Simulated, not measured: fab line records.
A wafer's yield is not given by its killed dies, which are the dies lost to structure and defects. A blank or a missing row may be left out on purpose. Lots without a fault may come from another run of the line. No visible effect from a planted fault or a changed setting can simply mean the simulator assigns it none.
fab line records	flow nand_harc	part 1 of 2: steps 1 to 27 of 38
[record] lots = 5	wafers = 15	last_day = 33
route steps=1302 shown P_GATE@180 P_CONTACT@217
lots untouched by any fault: they come from a run of this same line in which no faults occurred
start_h: hours from the record's first day to the start of the lot's first wafer shown	wait_h: how many hours have passed since the lot's step before this one	" unchanged from the row above	L1.1+2: a single row standing in for several wafers	- no value, or no start given	* or withheld: withheld	< > ~ a bound
route shown NAME@n: names a module that has steps shown in the file, with the first one's number in the route	usual: average and standard deviation across the fault-free wafers	same: alike in all rows	chamber/n: place in a boat	sites: readings site by site	_std_site: standard deviation of those values	_edge_site: inner sites' mean taken away from outer sites' mean	radius_mm: for every site, how far away it sits from the centre of the wafer	mask NAME#n: copy n	behind: the last tool/chamber to shape the wafer	hold: why the lot was held/for how many hours/how that ended	device: the transistor (n, p or np) that didn't switch	end of line: the route-end tests of the same wafers	where a step has no rows: the recipe by itself	killed: the dies lost at the first sort to structure and to defects; this is not the yield of the wafer	map: a wafer's dies, marking killed ones x, the rest . and places with no die _
set.NAME: the run value of the setting; set.NAME@STEP: its run value at that earlier step	model.NAME: the simulator's own value behind a step, which no gauge read
certain route steps with their lots: each step a table, each wafer a row
services: when a tool's chamber went out of use (start_h, in hours from the record's first day, below 0 if earlier), for how many hours, and the reason
[[steps]]
[step NHARC_P_GATE_SOFTBAKE_54]
[recipe] temp_c = 122	time_s = 95
lot.wafer	tool	chamber	start_h	wait_h
L079.1+3+4	litho_track-07	0	-	-
L087.3+4+5	litho_track-05	0	-	-
L089.2+4+5	litho_track-07	0	-	-
L092.4+5+6	litho_track-07	0	-	-
L097.1+4+5	litho_track-03	0	-	-
[step NHARC_P_GATE_EBR_55]
lot.wafer	tool	chamber	start_h	wait_h
L079.1+3+4	litho_track-07	0	-	-
L087.3+4+5	litho_track-05	0	-	-
L089.2+4+5	litho_track-07	0	-	-
L092.4+5+6	litho_track-07	0	-	-
L097.1+4+5	litho_track-03	0	-	-
[step NHARC_P_GATE_EXPOSE_56]
[recipe] na = 0.6	target_cd_nm = 720	dose_mj = 14.81	mask_id = P_PSD
[usual] stage_vel_mm_s = 499.97/0.22
lot.wafer	tool	chamber	start_h	wait_h	mask	stage_vel_mm_s
L079.1	krf_scanner-02	0	159.51	-	P_PSD#0	499.85
L079.3	"	0	"	"	P_PSD#0	499.89
L079.4	"	0	"	"	P_PSD#0	499.70
L087.3	krf_scanner-01	0	253.42	-	P_PSD#0	500.27
L087.4	"	0	"	"	P_PSD#0	500.21
L087.5	"	0	"	"	P_PSD#0	500.08
L089.2	krf_scanner-01	0	265.29	-	P_PSD#0	499.95
L089.4	"	0	"	"	P_PSD#0	500.20
L089.5	"	0	"	"	P_PSD#0	499.93
L092.4	krf_scanner-02	0	294.54	-	P_PSD#0	499.82
L092.5	"	0	"	"	P_PSD#0	499.87
L092.6	"	0	"	"	P_PSD#0	500.39
L097.1	krf_scanner-01	0	341.63	-	P_PSD#0	499.82
L097.4	"	0	"	"	P_PSD#0	499.74
L097.5	"	0	"	"	P_PSD#0	499.84
[step NHARC_P_GATE_PEB_57]
[recipe] peb_temp_c = 118	peb_time_s = 85
lot.wafer	tool	chamber	start_h	wait_h
L079.1+3+4	litho_track-03	0	159.58	0.1
L087.3+4+5	litho_track-05	0	253.48	0.0
L089.2+4+5	litho_track-03	0	265.35	0.1
L092.4+5+6	litho_track-07	0	294.59	0.0
L097.1+4+5	litho_track-05	0	341.69	0.1
[step NHARC_P_GATE_DEVELOP_58]
[recipe] time_s = 70
lot.wafer	tool	chamber	start_h	wait_h
L079.1+3+4	litho_track-03	0	-	-
L087.3+4+5	litho_track-05	0	-	-
L089.2+4+5	litho_track-03	0	-	-
L092.4+5+6	litho_track-07	0	-	-
L097.1+4+5	litho_track-05	0	-	-
[step NHARC_P_GATE_CD_MEAS_59]
[recipe] target_cd_nm = 720	landing_energy_ev = 500
[usual] cd_nm = 719.3/1.7
lot.wafer	tool	chamber	start_h	wait_h	cd_nm
L079.1	cd_sem-03	0	159.67	-	716.6
L079.3	"	0	"	"	717.6
L079.4	"	0	"	"	717.0
L087.3	cd_sem-01	0	253.57	-	720.2
L087.4	"	0	"	"	717.2
L087.5	"	0	"	"	718.1
L089.2	cd_sem-03	0	265.44	-	720.4
L089.4	"	0	"	"	720.1
L089.5	"	0	"	"	720.5
L092.4	cd_sem-01	0	294.69	-	719.8
L092.5	"	0	"	"	719.0
L092.6	"	0	"	"	720.5
L097.1	cd_sem-01	0	341.78	-	719.8
L097.4	"	0	"	"	717.2
L097.5	"	0	"	"	716.3
[step NHARC_P_GATE_HARDBAKE_60]
[recipe] temp_c = 125	time_s = 80
lot.wafer	tool	chamber	start_h	wait_h
L079.1+3+4	litho_track-05	0	159.75	-
L087.3+4+5	litho_track-03	0	253.65	-
L089.2+4+5	litho_track-07	0	265.53	-
L092.4+5+6	litho_track-07	0	294.77	-
L097.1+4+5	litho_track-05	0	341.86	-
[step NHARC_P_GATE_DESCUM_61]
[recipe] time_s = 3	o2_flow_sccm = 200	ar_flow_sccm = 0	bias_power_w = 0	chemistry = O2
[usual] drypump_motor_current_A = 5.9/0.55	o2_flow_sccm = 200.0/0.64	oes_product_au = 0.999/0.0086	rf_vpp_V = 57.9/0.85	showerhead_plenum_p_Torr = 1.94/0.086	throttle_valve_pct = 11.310/0.009
lot.wafer	tool	chamber	start_h	wait_h	drypump_motor_current_A	o2_flow_sccm	oes_product_au	rf_hours_counter_h	rf_vpp_V	showerhead_plenum_p_Torr	throttle_valve_pct
L079.3	rie_diel-07	3	159.83	-	5.7	200.9	1.003	2.2	57.6	1.81	11.306
L079.4	"	1	"	"	6.3	199.3	1.009	2.4	57.9	2.06	11.331
L079.1	"	2	"	"	5.2	200.5	0.996	2.4	59.2	1.92	11.302
L087.4	rie_diel-08	0	253.74	-	5.9	199.4	0.999	2.8	57.8	2.02	11.331
L087.3	"	1	"	"	5.5	200.4	0.990	3.1	59.4	2.01	11.318
L087.5	"	0	"	"	5.9	199.3	1.012	-	58.4	2.02	11.313
L089.4	rie_diel-11	1	265.63	-	6.8	199.8	1.018	0	57.8	1.99	11.311
L089.2	"	2	"	"	6.5	199.5	0.993	0	58.0	1.99	11.315
L089.5	"	3	"	"	6.5	200.5	1.018	-	57.9	1.86	11.305
L092.4	rie_diel-08	2	294.85	-	6.8	200.8	1.007	4.9	58.7	2.05	11.310
L092.5	"	1	"	"	5.5	200.1	0.996	-	57.7	2.01	11.310
L092.6	"	2	"	"	6.8	200.3	1.013	-	59.3	2.05	11.310
L097.4	rie_diel-07	1	341.94	-	6.3	199.8	0.983	2.1	57.1	2.06	11.318
L097.1	"	2	"	"	5.2	199.6	0.992	2.6	57.8	1.91	11.307
L097.5	"	1	"	"	6.3	199.7	0.991	-	59.8	2.06	11.306
[step NHARC_P_GATE_IMPLANT_62]
[recipe] energy_kev = 20	dose_cm2 = 3e+15	tilt_deg = 7
[usual] dose_ions_cm2 = 3e+15/3e+12
lot.wafer	tool	chamber	start_h	wait_h	dose_ions_cm2
L079.1	implanter-02	0	159.97	0.1	3.001e+15
L079.3	"	0	"	"	3.001e+15
L079.4	"	0	"	"	3.008e+15
L087.3	implanter-01	0	253.94	0.2	2.997e+15
L087.4	"	0	"	"	3.002e+15
L087.5	"	0	"	"	3.003e+15
L089.2	implanter-01	0	265.78	0.1	3.001e+15
L089.4	"	0	"	"	3e+15
L089.5	"	0	"	"	3e+15
L092.4	implanter-02	0	295.08	0.2	3.002e+15
L092.5	"	0	"	"	3.001e+15
L092.6	"	0	"	"	2.999e+15
L097.1	implanter-02	0	342.09	0.1	2.998e+15
L097.4	"	0	"	"	3.002e+15
L097.5	"	0	"	"	3e+15
[step NHARC_P_GATE_STRIP_112]
[recipe] power_w = 1500	temp_c = 110	time_s = 200	chemistry = N2/H2
[usual] drypump_motor_current_A = 5.35/0.26	heater_power_w = 85/11	temp_c = 109.99/0.14
lot.wafer	tool	chamber	start_h	wait_h	drypump_motor_current_A	heater_power_w	rf_hours_counter_h	temp_c
L079.1	plasma_asher-01	0	160.24	0.2	5.55	95	32	109.96
L079.3	"	1	"	"	5.47	72	-	109.95
L079.4	"	0	"	"	5.53	95	-	109.98
L087.3	plasma_asher-01	1	254.18	0.2	5.45	70	-	110.13
L087.4	"	0	"	"	5.59	95	-	110.16
L087.5	"	1	"	"	5.45	72	-	109.74
L089.2	plasma_asher-01	0	266.02	0.2	5.58	96	20	110.01
L089.4	"	1	"	"	5.45	70	-	109.81
L089.5	"	0	"	"	5.57	97	-	109.97
L092.4	plasma_asher-01	0	295.34	0.2	5.54	91	-	110.42
L092.6	"	1	"	"	5.44	69	-	109.50
L092.5	"	0	"	"	5.54	94	-	109.90
L097.1	plasma_asher-01	1	342.35	0.2	5.45	69	36	109.83
L097.4	"	0	"	"	5.58	92	-	109.84
L097.5	"	0	"	"	5.55	95	-	110.00
[step NHARC_P_GATE_STRIP_76]
[recipe] power_w = 1500	temp_c = 250	chemistry = O2
[usual] drypump_motor_current_A = 5.35/0.26	heater_power_w = 321/42	temp_c = 250.00/0.19
lot.wafer	tool	chamber	start_h	wait_h	drypump_motor_current_A	heater_power_w	rf_hours_counter_h	temp_c
L079.1	plasma_asher-01	0	160.47	0.2	5.54	355	32	249.82
L079.3	"	1	"	"	5.44	273	-	250.31
L079.4	"	0	"	"	5.52	354	-	250.01
L087.3	plasma_asher-01	1	254.38	0.2	5.45	262	-	249.82
L087.4	"	0	"	"	5.53	351	-	250.15
L087.5	"	1	"	"	5.46	266	-	249.51
L089.2	plasma_asher-01	0	266.25	0.2	5.51	360	20	250.12
L089.4	"	1	"	"	5.45	261	-	249.75
L089.5	"	0	"	"	5.52	359	-	249.82
L092.4	plasma_asher-01	0	295.50	0.1	5.59	356	-	250.18
L092.6	"	1	"	"	5.47	257	-	249.91
L092.5	"	0	"	"	5.55	349	-	250.15
L097.1	plasma_asher-01	1	342.58	0.2	5.44	260	36	250.09
L097.4	"	0	"	"	5.53	355	-	250.09
L097.5	"	0	"	"	5.54	361	-	250.23
[step NHARC_P_GATE_STRIP_63]
[recipe] time_s = 900	temp_c = 130	chemistry = SPM
[usual] temp_c = 129.99/0.14
lot.wafer	tool	chamber	start_h	wait_h	temp_c
L079.3	wet_bench-03	5	160.62	0.1	129.99
L079.4	"	6	"	"	130.04
L079.1	"	0	"	"	130.23
L087.4	wet_bench-03	5	254.51	0.1	130.07
L087.5	"	6	"	"	130.05
L087.3	"	7	"	"	130.01
L089.2	wet_bench-01	2	266.38	0.1	130.04
L089.4	"	3	"	"	129.88
L089.5	"	7	"	"	130.18
L092.5	wet_bench-04	5	295.61	0.1	129.90
L092.4	"	7	"	"	129.72
L092.6	"	2	"	"	129.93
L097.4	wet_bench-01	4	342.71	0.1	130.07
L097.1	"	7	"	"	130.18
L097.5	"	0	"	"	129.93
[step NHARC_P_GATE_DEHYDRATE_83]
[recipe] temp_c = 150	time_s = 120
lot.wafer	tool	chamber	start_h	wait_h
L079.1+3+4	litho_track-03	0	160.96	-
L087.3+4+5	litho_track-05	0	254.85	-
L089.2+4+5	litho_track-07	0	266.73	-
L092.4+5+6	litho_track-03	0	295.97	-
L097.1+4+5	litho_track-07	0	343.06	-
[step NHARC_P_GATE_HMDS_84]
[recipe] time_s = 30
lot.wafer	tool	chamber	start_h	wait_h
L079.1+3+4	litho_track-03	0	-	-
L087.3+4+5	litho_track-05	0	-	-
L089.2+4+5	litho_track-07	0	-	-
L092.4+5+6	litho_track-03	0	-	-
L097.1+4+5	litho_track-07	0	-	-
[step NHARC_P_GATE_COAT_85]
[recipe] spin_rpm = 3000
lot.wafer	tool	chamber	start_h	wait_h
L079.1+3+4	litho_track-03	0	-	-
L087.3+4+5	litho_track-05	0	-	-
L089.2+4+5	litho_track-07	0	-	-
L092.4+5+6	litho_track-03	0	-	-
L097.1+4+5	litho_track-07	0	-	-
[step NHARC_P_GATE_SOFTBAKE_86]
[recipe] temp_c = 122	time_s = 95
lot.wafer	tool	chamber	start_h	wait_h
L079.1+3+4	litho_track-03	0	-	-
L087.3+4+5	litho_track-05	0	-	-
L089.2+4+5	litho_track-07	0	-	-
L092.4+5+6	litho_track-03	0	-	-
L097.1+4+5	litho_track-07	0	-	-
[step NHARC_P_GATE_EBR_87]
lot.wafer	tool	chamber	start_h	wait_h
L079.1+3+4	litho_track-03	0	-	-
L087.3+4+5	litho_track-05	0	-	-
L089.2+4+5	litho_track-07	0	-	-
L092.4+5+6	litho_track-03	0	-	-
L097.1+4+5	litho_track-07	0	-	-
[step NHARC_P_GATE_EXPOSE_88]
[recipe] na = 0.6	target_cd_nm = 2000	dose_mj = 11.87	mask_id = P_HVN
[usual] stage_vel_mm_s = 500.00/0.24
lot.wafer	tool	chamber	start_h	wait_h	mask	stage_vel_mm_s
L079.1	krf_scanner-03	0	161.11	-	P_HVN#0	500.43
L079.3	"	0	"	"	P_HVN#0	499.93
L079.4	"	0	"	"	P_HVN#0	500.24
L087.3	krf_scanner-03	0	255.13	-	P_HVN#0	500.48
L087.4	"	0	"	"	P_HVN#0	500.17
L087.5	"	0	"	"	P_HVN#0	500.10
L089.2	krf_scanner-01	0	267.01	-	P_HVN#0	499.83
L089.4	"	0	"	"	P_HVN#0	499.84
L089.5	"	0	"	"	P_HVN#0	499.93
L092.4	krf_scanner-02	0	296.26	-	P_HVN#0	500.09
L092.5	"	0	"	"	P_HVN#0	500.18
L092.6	"	0	"	"	P_HVN#0	499.98
L097.1	krf_scanner-01	0	343.21	-	P_HVN#0	500.15
L097.4	"	0	"	"	P_HVN#0	500.11
L097.5	"	0	"	"	P_HVN#0	500.00
[step NHARC_P_GATE_PEB_89]
[recipe] peb_temp_c = 118	peb_time_s = 85
lot.wafer	tool	chamber	start_h	wait_h
L079.1+3+4	litho_track-03	0	161.17	0.1
L087.3+4+5	litho_track-05	0	255.19	0.1
L089.2+4+5	litho_track-07	0	267.07	0.1
L092.4+5+6	litho_track-07	0	296.31	0.0
L097.1+4+5	litho_track-05	0	343.27	0.1
[step NHARC_P_GATE_DEVELOP_90]
[recipe] time_s = 70
lot.wafer	tool	chamber	start_h	wait_h
L079.1+3+4	litho_track-03	0	-	-
L087.3+4+5	litho_track-05	0	-	-
L089.2+4+5	litho_track-07	0	-	-
L092.4+5+6	litho_track-07	0	-	-
L097.1+4+5	litho_track-05	0	-	-
[step NHARC_P_GATE_CD_MEAS_91]
[recipe] target_cd_nm = 2000	landing_energy_ev = 500
[usual] cd_nm = 2000.3/1.5
lot.wafer	tool	chamber	start_h	wait_h	cd_nm
L079.1	cd_sem-02	0	161.26	-	1998.5
L079.3	"	0	"	"	2000.0
L079.4	"	0	"	"	1995.6
L087.3	cd_sem-02	0	255.28	-	2002.3
L087.4	"	0	"	"	2000.4
L087.5	"	0	"	"	2002.5
L089.2	cd_sem-03	0	267.17	-	1999.3
L089.4	"	0	"	"	2001.6
L089.5	"	0	"	"	1999.3
L092.4	cd_sem-02	0	296.41	-	2000.3
L092.5	"	0	"	"	2000.6
L092.6	"	0	"	"	1999.0
L097.1	cd_sem-02	0	343.36	-	2001.0
L097.4	"	0	"	"	1998.5
L097.5	"	0	"	"	1997.4
[step NHARC_P_GATE_HARDBAKE_92]
[recipe] temp_c = 125	time_s = 80
lot.wafer	tool	chamber	start_h	wait_h
L079.1+3+4	litho_track-05	0	161.34	-
L087.3+4+5	litho_track-03	0	255.36	-
L089.2+4+5	litho_track-07	0	267.25	-
L092.4+5+6	litho_track-05	0	296.49	-
L097.1+4+5	litho_track-05	0	343.44	-
[step NHARC_P_GATE_DESCUM_93]
[recipe] time_s = 3	o2_flow_sccm = 200	ar_flow_sccm = 0	bias_power_w = 0	chemistry = O2
[usual] drypump_motor_current_A = 6.0/0.57	o2_flow_sccm = 200.0/0.61	oes_product_au = 1.000/0.0096	rf_vpp_V = 58.0/0.83	showerhead_plenum_p_Torr = 1.96/0.074	throttle_valve_pct = 11.311/0.0086
lot.wafer	tool	chamber	start_h	wait_h	drypump_motor_current_A	o2_flow_sccm	oes_product_au	rf_hours_counter_h	rf_vpp_V	showerhead_plenum_p_Torr	throttle_valve_pct
L079.1	rie_diel-07	2	161.42	-	5.2	199.6	1.004	2.4	57.6	1.92	11.314
L079.3	"	3	"	"	5.7	200.1	1.008	2.3	58.2	1.81	11.314
L079.4	"	0	"	"	6.0	200.3	1.014	2.3	57.7	1.85	11.302
L087.3	rie_diel-08	2	255.43	-	6.8	200.4	1.002	3.4	58.8	2.05	11.322
L087.4	"	3	"	"	5.1	199.9	1.005	2.2	58.0	1.90	11.326
L087.5	"	3	"	"	5.1	198.9	1.005	-	58.0	1.90	11.319
L089.4	rie_diel-11	3	267.32	-	6.4	200.6	1.004	0	57.9	1.86	11.298
L089.2	"	2	"	"	6.5	200.1	1.003	0	58.7	1.99	11.315
L089.5	"	3	"	"	6.4	199.9	1.012	-	56.2	1.86	11.306
L092.4	rie_diel-11	1	296.60	-	6.8	201.2	1.017	1.6	58.2	1.99	11.323
L092.6	"	2	"	"	6.5	200.0	1.008	-	59.1	1.99	11.310
L092.5	"	3	"	"	6.5	200.7	1.008	-	55.3	1.86	11.335
L097.1	rie_diel-08	1	343.56	-	5.5	199.4	0.997	8.3	57.9	2.00	11.311
L097.5	"	2	"	"	6.8	199.9	1.005	-	58.5	2.05	11.309
L097.4	"	1	"	"	5.5	198.5	0.992	-	57.9	2.00	11.310
[step NHARC_P_GATE_IMPLANT_94]
[recipe] energy_kev = 60	dose_cm2 = 2e+15	tilt_deg = 7
[usual] dose_ions_cm2 = 1.9995e+15/2.4e+12
lot.wafer	tool	chamber	start_h	wait_h	dose_ions_cm2
L079.1	implanter-01	0	161.57	0.1	1.9987e+15
L079.3	"	0	"	"	2.0021e+15
L079.4	"	0	"	"	1.9988e+15
L087.3	implanter-01	0	255.64	0.2	1.9971e+15
L087.4	"	0	"	"	1.9967e+15
L087.5	"	0	"	"	1.9975e+15
L089.2	implanter-01	0	267.50	0.1	1.9966e+15
L089.4	"	0	"	"	2.0039e+15
L089.5	"	0	"	"	1.9945e+15
L092.4	implanter-02	0	296.79	0.2	2.0037e+15
L092.5	"	0	"	"	2.0035e+15
L092.6	"	0	"	"	2.0019e+15
L097.1	implanter-02	0	343.69	0.1	1.9967e+15
L097.4	"	0	"	"	2.0028e+15
L097.5	"	0	"	"	1.9974e+15
[step NHARC_P_GATE_STRIP_113]
[recipe] power_w = 1500	temp_c = 110	time_s = 740	chemistry = N2/H2
[usual] drypump_motor_current_A = 5.2/0.31	heater_power_w = 89/9.9	temp_c = 109.99/0.14
lot.wafer	tool	chamber	start_h	wait_h	drypump_motor_current_A	heater_power_w	rf_hours_counter_h	temp_c
L079.1	plasma_asher-02	1	161.79	0.2	4.8	95	16	110.10
L079.3	"	1	"	"	4.8	93	-	109.94
L079.4	"	0	"	"	5.2	88	-	109.93
L087.3	plasma_asher-01	1	256.74	1.1	5.5	71	-	109.92
L087.4	"	0	"	"	5.6	95	-	110.04
L087.5	"	0	"	"	5.6	95	-	109.97
L089.2	plasma_asher-02	0	267.69	0.2	5.2	89	1	109.71
L089.4	"	1	"	"	4.8	101	-	110.20
L089.5	"	1	"	"	4.8	99	-	110.10
L092.4	plasma_asher-02	0	297.28	0.5	5.3	89	-	110.22
L092.5	"	1	"	"	4.8	101	-	110.01
L092.6	"	0	"	"	5.3	90	-	109.95
L097.1	plasma_asher-02	0	344.04	0.3	5.2	89	17	109.96
L097.4	"	1	"	"	4.8	100	-	110.03
L097.5	"	1	"	"	4.8	101	-	109.99
[step NHARC_P_GATE_STRIP_95]
[recipe] power_w = 1500	temp_c = 250	chemistry = O2
[usual] drypump_motor_current_A = 5.2/0.31	heater_power_w = 332/37	temp_c = 250.00/0.18
lot.wafer	tool	chamber	start_h	wait_h	drypump_motor_current_A	heater_power_w	rf_hours_counter_h	temp_c
L079.1	plasma_asher-02	1	162.50	0.6	4.8	355	17	250.15
L079.3	"	1	"	"	4.8	353	-	250.27
L079.4	"	0	"	"	5.3	334	-	249.86
L087.3	plasma_asher-01	1	257.24	0.4	5.4	264	-	249.94
L087.4	"	0	"	"	5.6	353	-	250.02
L087.5	"	0	"	"	5.5	353	-	250.33
L089.2	plasma_asher-02	0	268.41	0.6	5.2	347	2	249.56
L089.4	"	1	"	"	4.8	374	-	250.04
L089.5	"	1	"	"	4.8	370	-	250.00
L092.4	plasma_asher-02	0	297.66	0.3	5.2	344	-	249.87
L092.5	"	1	"	"	4.8	379	-	250.01
L092.6	"	0	"	"	5.2	327	-	249.95
L097.1	plasma_asher-02	0	344.65	0.5	5.2	341	18	249.92
L097.4	"	1	"	"	4.8	370	-	249.91
L097.5	"	1	"	"	4.7	375	-	250.03
[step NHARC_P_GATE_STRIP_96]
[recipe] time_s = 900	temp_c = 130	chemistry = SPM
[usual] temp_c = 129.99/0.14
lot.wafer	tool	chamber	start_h	wait_h	temp_c
L079.1	wet_bench-03	3	162.72	0.2	130.10
L079.3	"	6	"	"	130.12
L079.4	"	7	"	"	130.05
L087.4	wet_bench-04	6	257.44	0.2	129.94
L087.3	"	7	"	"	130.21
L087.5	"	0	"	"	130.16
L089.4	wet_bench-04	1	268.63	0.2	129.81
L089.5	"	2	"	"	129.85
L089.2	"	5	"	"	130.21
L092.4	wet_bench-03	5	297.85	0.2	130.16
L092.5	"	6	"	"	130.08
L092.6	"	7	"	"	129.97
L097.1	wet_bench-04	7	344.86	0.2	129.95
L097.5	"	0	"	"	130.28
L097.4	"	3	"	"	129.83
